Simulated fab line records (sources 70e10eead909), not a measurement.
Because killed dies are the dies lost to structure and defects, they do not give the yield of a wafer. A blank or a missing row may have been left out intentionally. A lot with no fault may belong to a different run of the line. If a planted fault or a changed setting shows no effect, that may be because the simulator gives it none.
Chamber matching :: flow nand-harc :: NHARC_P_BONDPAD_CMP_32 on cmp-01 has 4 sister chambers
The step polishes SiCN, target thk 200 nm. 16 wafers are shown with their chamber, then 8 later ones without.

WAFERS PAIRED WITH THEIR CHAMBERS
wafer: L074.3
chamber: 3
motor-current-A (A): 13.3
edge-zone-pressure-frac: 1.007

wafer: L074.4
chamber: 2
motor-current-A (A): 10.1
edge-zone-pressure-frac: 1.013

wafer: L074.6
chamber: 3
motor-current-A (A): 12.5
edge-zone-pressure-frac: 1.002

wafer: L080.3
chamber: 0
motor-current-A (A): 12.9
edge-zone-pressure-frac: 1.001

wafer: L080.4
chamber: 1
motor-current-A (A): 12.5
edge-zone-pressure-frac: 1.001

wafer: L080.5
chamber: 2
motor-current-A (A): 10.9
edge-zone-pressure-frac: 1.000

wafer: L081.2
chamber: 0
motor-current-A (A): 12.5
edge-zone-pressure-frac: 1.009

wafer: L081.5
chamber: 0
motor-current-A (A): 11.9
edge-zone-pressure-frac: 1.001

wafer: L081.6
chamber: 1
motor-current-A (A): 12.0
edge-zone-pressure-frac: 1.001

wafer: L084.1
chamber: 2
motor-current-A (A): 10.4
edge-zone-pressure-frac: 1.002

wafer: L084.3
chamber: 3
motor-current-A (A): 13.1
edge-zone-pressure-frac: 0.996

wafer: L084.6
chamber: 0
motor-current-A (A): 13.3
edge-zone-pressure-frac: 1.001

wafer: L088.2
chamber: 0
motor-current-A (A): 12.1
edge-zone-pressure-frac: 0.995

wafer: L088.4
chamber: 1
motor-current-A (A): 12.6
edge-zone-pressure-frac: 1.003

wafer: L088.5
chamber: 3
motor-current-A (A): 12.7
edge-zone-pressure-frac: 1.005

wafer: L090.2
chamber: 0
motor-current-A (A): 12.8
edge-zone-pressure-frac: 1.000

SIGNATURES (averages over the wafers above)
reading: motor-current-A
chamber 0: 12.583
chamber 1: 12.367
chamber 2: 10.467
chamber 3: 12.900
scatter within a chamber: 0.438

reading: edge-zone-pressure-frac
chamber 0: 1.00117
chamber 1: 1.00167
chamber 2: 1.00500
chamber 3: 1.00250
scatter within a chamber: 0.00475
Rule: a wafer's distance from a chamber is the root of the sum, over the readings, of the square of ((its reading less the chamber's mean) divided by the reading's scatter). The wafer belongs to the nearest chamber; if the next one is less than 2 further off, it can't be placed. The scatter is the square root of a quotient: the sum, over the shown wafers, of each reading's squared deviation from its chamber's mean, divided by wafers minus chambers.

WAFERS WHOSE CHAMBER IS MISSING
wafer: L090.3
motor-current-A (A): 10.0
edge-zone-pressure-frac: 1.002

wafer: L090.4
motor-current-A (A): 12.5
edge-zone-pressure-frac: 1.002

wafer: L091.2
motor-current-A (A): 12.7
edge-zone-pressure-frac: 0.997

wafer: L091.4
motor-current-A (A): 10.3
edge-zone-pressure-frac: 0.999

wafer: L091.5
motor-current-A (A): 11.8
edge-zone-pressure-frac: 0.997

wafer: L092.1
motor-current-A (A): 12.9
edge-zone-pressure-frac: 0.999

wafer: L092.3
motor-current-A (A): 12.7
edge-zone-pressure-frac: 0.999

wafer: L092.6
motor-current-A (A): 13.1
edge-zone-pressure-frac: 0.996

WHICH CHAMBER EACH WENT THROUGH
wafer: L090.3
from the rows above: 2
in truth: 2

wafer: L090.4
from the rows above: can't be placed: 0 or 1 or 3
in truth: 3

wafer: L091.2
from the rows above: can't be placed: 0 or 1 or 3
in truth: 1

wafer: L091.4
from the rows above: 2
in truth: 2

wafer: L091.5
from the rows above: can't be placed: 1 or 0 or 3 or 2
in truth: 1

wafer: L092.1
from the rows above: can't be placed: 3 or 0 or 1
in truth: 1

wafer: L092.3
from the rows above: can't be placed: 0 or 3 or 1
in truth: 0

wafer: L092.6
from the rows above: can't be placed: 3 or 0 or 1
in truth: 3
2 of 8 placed correctly. From these rows, 6 cannot be placed; in 6 the true chamber is one of the candidates. Wrongly placed: 0.
